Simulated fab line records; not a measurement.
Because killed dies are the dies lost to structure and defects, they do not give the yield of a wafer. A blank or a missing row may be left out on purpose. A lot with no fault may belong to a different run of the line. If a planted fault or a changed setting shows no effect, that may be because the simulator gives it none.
fab line records	flow nand-harc
record: lots: 15	wafers: 45	last-day: 32
route steps=1302 shown P_STI@98 A_BONDPAD@1230 THIN_TSV@1245 END@1302
lots untouched by any fault: they come from a run of this same line in which no faults occurred
start-h: hours from the record's opening day to when the first of the lot's shown wafers began	wait-h: hours since the lot's step before	" identical to the entry in the row above	L1.1+2: one row covering several wafers at once	- no value, or no start given	* or withheld: withheld	< > ~ a bound
route shown NAME@n: NAME is a module with steps in the file, n the number in the route of the first one	usual: average and standard deviation across the fault-free wafers	same: alike in all rows	chamber/n: place in a boat	sites: each site's reading	_std_site: the values' standard deviation	_edge_site: mean of outer sites minus mean of inner sites	radius-mm: for every site, how far away it sits from the centre of the wafer	mask NAME#n: copy n	behind: tool/chamber where the wafer was last shaped	hold: cause of the lot's hold/its duration in hours/its outcome	device: names the non-switching transistor (n, p or np)	end of line: the same wafers' tests at the end of the route	a step without rows: its recipe alone	killed: dies lost to structure and defects at the first sort, not the wafer's yield	map: per-die view of a wafer (x killed, . not killed, _ where there is no die)
set.NAME: the setting the step ran with; set.NAME@STEP: the setting that earlier step ran with	model.NAME: the simulator's own value behind a step, which no gauge read
the route's steps for a sample of lots (tables are steps, rows are wafers)
services: the hour from which a tool's chamber was out of use, counted from the record's first day as start-h (under 0 if before that day), plus the number of hours and why
== steps ==
step: NHARC_P_STI_HDPCVD_20
recipe: target-thk-a: withheld	sigma-open-frac: withheld	material: SiO2
lot.wafer	tool	chamber	start-h	wait-h
L995.2+1+6	hdpcvd-01	1,0,1	54.33	0.4
L997.3+4+5	hdpcvd-01	0,1,1	71.57	1.0
L998.2+1+4	hdpcvd-01	0,1,0	84.95	0.4
L999.2+6+5	hdpcvd-01	0,0,1	93.86	0.4
L100.2+4+3	hdpcvd-01	0,1,0	101.79	0.5
L101.2+4+6	hdpcvd-01	0	117.27	0.5
L102.1+5+6	hdpcvd-01	1,1,0	122.34	0.4
L103.1+4+5	hdpcvd-01	0,1,1	136.87	0.4
L104.1+3+5	hdpcvd-01	0	142.01	0.5
L105.2+6+5	hdpcvd-01	1,0,1	154.33	0.5
L106.2+3+5	hdpcvd-01	0,1,0	162.01	0.4
L107.2+4+5	hdpcvd-01	0,1,1	175.66	0.4
L113.1+3+5	hdpcvd-01	0	240.21	0.5
L114.2+5+6	hdpcvd-01	0,0,1	246.50	0.4
L115.2+3+5	hdpcvd-01	0	252.22	0.5
step: NHARC_A_BONDPAD_ANNEAL_28
recipe: temp-c: 225	time-s: 90
usual: wafer_temp_C_max: 226.2/0.3
lot.wafer	tool	chamber	start-h	wait-h	wafer_temp_C_max
L995.1	rtp-anneal-02	0	536.91	0.3	226.5
L995.2	"	0	"	"	226.4
L995.6	"	0	"	"	226.7
L997.3	rtp-anneal-01	0	548.19	0.3	226.0
L997.4	"	0	"	"	226.3
L997.5	"	0	"	"	226.0
L998.1	rtp-anneal-01	0	561.51	-	225.9
L998.2	"	0	"	"	225.7
L998.4	"	0	"	"	225.9
L999.2	rtp-anneal-01	0	563.92	-	226.3
L999.5	"	0	"	"	226.0
L999.6	"	0	"	"	226.0
L100.2	rtp-anneal-02	0	575.22	-	226.7
L100.3	"	0	"	"	226.4
L100.4	"	0	"	"	226.4
L101.2	rtp-anneal-02	0	586.32	0.4	225.6
L101.4	"	0	"	"	226.3
L101.6	"	0	"	"	226.5
L102.1	rtp-anneal-01	0	590.41	-	226.1
L102.5	"	0	"	"	226.1
L102.6	"	0	"	"	226.3
L103.1	rtp-anneal-02	0	615.99	-	225.8
L103.4	"	0	"	"	226.3
L103.5	"	0	"	"	226.1
L104.1	rtp-anneal-01	0	624.88	-	226.1
L104.3	"	0	"	"	226.2
L104.5	"	0	"	"	226.1
L105.2	rtp-anneal-02	0	630.52	-	226.8
L105.5	"	0	"	"	226.5
L105.6	"	0	"	"	226.5
L107.2	rtp-anneal-01	0	638.13	-	226.4
L107.4	"	0	"	"	226.2
L107.5	"	0	"	"	226.4
L106.2	rtp-anneal-02	0	638.66	-	226.6
L106.3	"	0	"	"	226.0
L106.5	"	0	"	"	226.4
L114.6	rtp-anneal-01	0	730.53	-	225.7
step: NHARC_A_BONDPAD_THK_MEAS_20
recipe: thk-meas-gauge: xrf
usual: thk-nm: 169.7/1.7
lot.wafer	tool	chamber	start-h	wait-h	thk-nm
L995.1	film-metro-01	-	537.58	-	169.8
L995.2	"	-	"	"	169.6
L995.6	"	-	"	"	168.2
L997.3	film-metro-02	-	548.76	-	170.0
L997.4	"	-	"	"	169.3
L997.5	"	-	"	"	168.3
L998.1	film-metro-02	-	562.17	-	169.4
L998.2	"	-	"	"	170.5
L998.4	"	-	"	"	168.9
L999.2	film-metro-01	-	564.53	-	171.9
L999.5	"	-	"	"	171.6
L999.6	"	-	"	"	169.7
L100.2	film-metro-01	-	575.84	-	173.5
L100.3	"	-	"	"	172.2
L100.4	"	-	"	"	171.1
L101.2	film-metro-01	-	586.93	-	169.1
L101.4	"	-	"	"	168.5
L101.6	"	-	"	"	168.5
L102.1	film-metro-02	-	591.07	-	170.3
L102.5	"	-	"	"	168.6
L102.6	"	-	"	"	169.2
L103.1	film-metro-01	-	616.66	-	167.7
L103.4	"	-	"	"	167.5
L103.5	"	-	"	"	169.7
L104.1	film-metro-02	-	625.54	-	171.4
L104.3	"	-	"	"	169.9
L104.5	"	-	"	"	171.2
L105.2	film-metro-02	-	631.14	-	170.6
L105.5	"	-	"	"	169.4
L105.6	"	-	"	"	168.4
L107.2	film-metro-02	-	638.74	-	172.7
L107.4	"	-	"	"	171.5
L107.5	"	-	"	"	168.7
L106.2	film-metro-01	-	639.27	-	165.7
L106.3	"	-	"	"	169.6
L106.5	"	-	"	"	169.1
L114.6	film-metro-01	-	730.94	-	169.6
step: NHARC_THIN_TSV_CMP_01
recipe: target-thk-um: 3
usual: motor-current-A: 11.9/1.1	slurry-flow-ml-min: 150.0/0.52
lot.wafer	tool	chamber	start-h	wait-h	motor-current-A	slurry-flow-ml-min
L995.2	cmp-04	1	549.98	0.8	13.3	151.2
L995.1	"	2	"	"	10.2	150.3
L995.6	"	1	"	"	13.5	150.6
L997.3	cmp-04	2	559.96	0.7	10.0	150.1
L997.4	"	0	"	"	10.8	150.5
L997.5	"	2	"	"	9.9	150.1
L999.2	cmp-03	3	573.27	0.8	12.2	149.9
L999.6	"	3	"	"	12.4	150.0
L999.5	"	0	"	"	11.3	150.7
L998.4	cmp-03	0	574.50	0.5	11.2	148.9
L998.1	"	1	"	"	11.9	149.2
L998.2	"	2	"	"	11.4	149.9
L100.4	cmp-04	2	589.30	0.4	10.0	150.1
L100.3	"	3	"	"	13.3	150.0
L100.2	"	1	"	"	13.7	149.5
L101.2	cmp-04	1	598.08	0.8	12.6	150.8
L101.4	"	2	"	"	10.1	150.6
L101.6	"	1	"	"	13.1	150.7
L102.1	cmp-03	0	606.14	1.1	12.0	149.9
L102.6	"	2	"	"	11.5	150.0
L102.5	"	3	"	"	12.1	150.5
L103.1	cmp-04	3	627.91	1.2	12.9	149.6
L103.4	"	0	"	"	10.6	150.3
L103.5	"	1	"	"	12.7	150.4
L104.3	cmp-03	1	636.66	0.6	12.8	150.3
L104.1	"	0	"	"	11.1	149.8
L104.5	"	1	"	"	12.1	149.7
L105.2	cmp-02	1	642.24	0.8	14.0	150.6
L105.6	"	0	"	"	12.1	150.5
L105.5	"	1	"	"	13.5	149.5
L107.4	cmp-04	2	653.29	0.4	10.3	149.8
L107.2	"	0	"	"	10.7	149.1
L107.5	"	2	"	"	10.8	149.5
L106.3	cmp-02	1	654.56	0.7	13.9	149.9
L106.2	"	2	"	"	11.3	148.8
L106.5	"	3	"	"	11.6	149.3
L114.6	cmp-03	0	747.11	0.1	11.7	149.9
step: NHARC_END_SORT_01
recipe: temp-c: 25
usual: killed-at-array: 63/27	killed-at-other: 0.7/1.2	killed-at-periphery: 3.1/2	killed-dies: 67/28	killed-open: 3.0/1.9	killed-short: 2.2/1.5
same: gross-dies: 677
lot.wafer	tool	chamber	start-h	wait-h	killed-at-array	killed-at-other	killed-at-periphery	killed-dies	killed-open	killed-short
L113.1	prober-01	0	749.84	2.5	60	0	617	677	1	2
L113.3	prober-01	0	751.43	3.1	48	1	628	677	0	1
L113.5	prober-01	0	753.02	3.7	44	0	633	677	2	0
L115.2	prober-01	0	766.00	2.8	37	0	640	677	7	1
L115.3	prober-01	0	766.80	3.1	27	0	650	677	7	1
L115.5	prober-01	0	768.39	3.7	28	1	648	677	5	0
L114.2	prober-02	0	772.34	2.8	90	1	586	677	4	4
L114.5	prober-02	0	774.74	3.7	97	0	580	677	3	2
L114.6	prober-02	0	775.54	4.0	89	1	0	90	2	4
killed by level:class
L113.1 P_STI:area-hdpcvd=613 A_SLIT:chamber-film-flake=34 A_CHANNEL_HOLE_D1:chamber-film-flake=10 A_CONTACT:chamber-film-flake=10 A_DECK1_JOINT:chamber-film-flake=2 P_M0:geometric-particle:short=1 A_ONON_D2:geometric-particle:open=1 A_CHANNEL_FILL_D2:geometric-particle:short=1
L113.3 P_STI:area-hdpcvd=626 A_SLIT:chamber-film-flake=23 A_CHANNEL_HOLE_D1:chamber-film-flake=12 A_CONTACT:chamber-film-flake=12 P_STI:chamber-film-flake=2 A_M0:geometric-particle:short=1 THIN_TSV:chamber-film-flake=1
L113.5 P_STI:area-hdpcvd=630 A_SLIT:chamber-film-flake=21 A_CHANNEL_HOLE_D1:chamber-film-flake=8 A_CONTACT:chamber-film-flake=6 A_ZERO_WELL:chamber-film-flake=4 A_STAIRCASE:chamber-film-flake=2 A_DECK1_JOINT:geometric-particle:open=1 A_M0:geometric-particle:open=1
L115.2 P_STI:area-hdpcvd=638 A_CHANNEL_HOLE_D1:chamber-film-flake=17 A_SLIT:chamber-film-flake=8 A_DECK1_JOINT:chamber-film-flake=3 A_CONTACT:chamber-film-flake=3 A_ONON_D2:geometric-particle:open=2 P_CONTACT:geometric-particle:open=1 P_M1:geometric-particle:open=1
L115.3 P_STI:area-hdpcvd=645 A_CHANNEL_HOLE_D1:chamber-film-flake=11 A_SLIT:chamber-film-flake=5 P_M0:geometric-particle:open=2 P_M2:chamber-film-flake=2 A_STAIRCASE:chamber-film-flake=2 A_ONON_D1:geometric-particle:open=1 A_ONON_D2:geometric-particle:open=1
L115.5 P_STI:area-hdpcvd=646 A_CHANNEL_HOLE_D1:chamber-film-flake=16 A_SLIT:chamber-film-flake=5 P_M0:geometric-particle:open=2 A_STAIRCASE:chamber-film-flake=2 A_CHANNEL_FILL_D1:geometric-particle:open=1 A_SGD_CUT:geometric-particle:open=1 STARTING-WAFER:geometric-particle:open=1
L114.2 P_STI:area-hdpcvd=581 A_CHANNEL_HOLE_D1:chamber-film-flake=29 A_SLIT:chamber-film-flake=28 A_CHANNEL_HOLE_D2:chamber-film-flake=18 A_CONTACT:chamber-film-flake=6 P_STI:chamber-film-flake=3 A_ZERO_WELL:chamber-film-flake=3 P_M0:geometric-particle:open=2
L114.5 P_STI:area-hdpcvd=579 A_SLIT:chamber-film-flake=34 A_CHANNEL_HOLE_D1:chamber-film-flake=31 A_CHANNEL_HOLE_D2:chamber-film-flake=18 A_CONTACT:chamber-film-flake=6 A_ZERO_WELL:chamber-film-flake=3 A_CHANNEL_FILL_D1:geometric-particle:open=1 A_DECK1_JOINT:geometric-particle:short=1
L114.6 A_SLIT:chamber-film-flake=26 A_CHANNEL_HOLE_D1:chamber-film-flake=25 A_CHANNEL_HOLE_D2:chamber-film-flake=22 A_CONTACT:chamber-film-flake=6 A_ONON_D1:geometric-particle:short=2 A_ZERO_WELL:chamber-film-flake=2 A_SOURCE_PLATE:geometric-particle:short=1 A_ONON_D2:geometric-particle:short=1
== services ==
tool	chamber	start-h	hours	kind
cmp-04	-	38.73	6.5	repair
hdpcvd-01	-	67.98	1.5	repair
cmp-04	-	74.42	0.6	repair
cmp-04	-	83.43	1.6	repair
cmp-04	-	111.00	4.0	pm
cmp-04	-	183.58	4.5	repair
hdpcvd-01	-	185.00	13.0	pm
hdpcvd-01	-	198.98	0.3	repair
cmp-04	-	209.00	4.0	pm
cmp-04	-	263.80	6.4	repair
cmp-04	-	290.67	0.9	repair
cmp-04	-	307.00	4.0	pm
cmp-04	-	312.70	2.1	repair
cmp-04	-	332.45	3.1	repair
hdpcvd-01	-	366.00	13.0	pm
rtp-anneal-01	-	372.00	12.0	pm
cmp-04	-	375.11	2.5	repair
hdpcvd-01	-	384.71	1.3	repair
cmp-04	-	405.00	4.0	pm
cmp-04	-	457.05	3.7	repair
cmp-04	-	485.88	2.5	repair
hdpcvd-01	-	547.00	13.0	pm
hdpcvd-01	-	709.97	1.1	repair
hdpcvd-01	-	728.00	13.0	pm
== key ==
first-sign: step: NHARC_END_SORT_01	reading: killed-at-periphery	direction: up	sigmas: 99+	usual: 3.1	struck: 622.8
effect: step: NHARC_END_SORT_01	reading: killed-dies	direction: up	sigmas: 22	usual: 67	struck: 677
more-kills-born-at: NHARC_P_STI_HDPCVD_20@hdpcvd-01: 4958
met-at NHARC_P_STI_HDPCVD_20
struck-lots L113,L114,L115
struck-wafers L113.1,L113.3,L113.5,L114.2,L114.5,L115.2,L115.3,L115.5
later-rows-left-out L113.1,L113.3,L113.5,L114.2,L114.5,L115.2,L115.3,L115.5
tester-left-out L113,L114,L115
not-acting-at NHARC_A_BONDPAD_ANNEAL_28,NHARC_A_BONDPAD_THK_MEAS_20,NHARC_THIN_TSV_CMP_01
onset-between 175.66 240.21
fault: kind: process-parameter-drift	tool: hdpcvd-01	chamber: 0	onset-h: 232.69	steps: NHARC_P_STI_HDPCVD_20	channel: target-thk-a	offset: withheld	shape: step	end-h: 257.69
tester-left-out: of these lots the tester's yield and bins aren't shown, on N5 and GAA mostly nor the transistor test; their killed dies are dies lost to structure and defects alone, not to doping, threshold or leakage, so they don't give the yield
later-rows-left-out: the simulator's readings of these wafers behind a module that went badly wrong aren't trusted and aren't shown, but for the sort
